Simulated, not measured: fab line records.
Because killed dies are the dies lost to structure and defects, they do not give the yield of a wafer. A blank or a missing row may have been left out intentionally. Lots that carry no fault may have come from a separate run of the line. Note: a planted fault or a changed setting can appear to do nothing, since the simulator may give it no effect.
Chamber matching    flow nand harc    NHARC_P_M0_STRIP_18 on rie diel-06 has 4 sister chambers
The step strips in N2/H2. 18 wafers are shown with their chamber, then 9 later ones without.

## EACH WAFER AND ITS CHAMBER
wafer   chamber  drypump motor current A (A)  showerhead plenum p Torr (Torr)  rf vpp V (V)
L990.1  1        5.2                          1.97                             89.7
L990.3  3        5.1                          1.99                             90.4
L990.4  0        5.8                          1.89                             88.7
L992.2  1        5.2                          1.97                             91.0
L992.4  0        5.8                          1.89                             87.8
L992.6  2        5.7                          2.04                             90.3
L995.2  3        5.1                          1.98                             90.3
L995.3  2        5.7                          2.04                             89.9
L995.6  0        5.8                          1.88                             88.6
L998.1  3        5.1                          1.98                             90.0
L998.3  1        5.2                          1.97                             89.8
L998.5  3        5.1                          1.98                             90.4
L103.3  3        5.1                          1.98                             90.6
L103.5  1        5.3                          1.96                             89.4
L103.6  2        5.8                          2.03                             89.9
L105.4  0        5.8                          1.88                             89.9
L105.5  0        5.8                          1.88                             88.8
L105.6  1        5.2                          1.96                             91.2

SIGNATURES (means of the wafers above)
reading                   chamber 0  chamber 1  chamber 2  chamber 3  scatter within a chamber
drypump motor current A   5.800      5.220      5.733      5.100      0.0324
showerhead plenum p Torr  1.8840     1.9660     2.0367     1.9820     0.00526
rf vpp V                  88.760     90.220     90.033     90.340     0.612
Rule: a wafer's distance from a chamber is the root of the sum, over the readings, of the square of ((its reading less the chamber's mean) divided by the reading's scatter). The wafer belongs to the nearest chamber; if the next one is less than 2 further off, it can't be placed. The scatter: the root of (the sum of the squares of (reading less its chamber's mean) over the shown wafers, divided by (wafers less chambers)).

## WAFERS MISSING THEIR CHAMBER
wafer   drypump motor current A (A)  showerhead plenum p Torr (Torr)  rf vpp V (V)
L106.4  5.9                          1.88                             89.0
L106.5  5.7                          2.03                             90.9
L106.6  5.2                          1.96                             89.8
L107.1  5.8                          1.88                             90.9
L107.4  5.8                          1.88                             89.1
L107.5  5.1                          1.98                             91.6
L109.1  5.1                          1.98                             89.9
L109.3  5.8                          2.03                             90.7
L109.5  5.2                          1.96                             90.6

## WHICH CHAMBER EACH ONE RAN IN
wafer   from the rows above  in truth
L106.4  0                    0
L106.5  2                    2
L106.6  1                    1
L107.1  0                    0
L107.4  0                    0
L107.5  3                    3
L109.1  3                    3
L109.3  2                    2
L109.5  1                    1
Correct placement for 9 of the 9. Can't be placed from these rows: 0. Wrongly placed: 0.
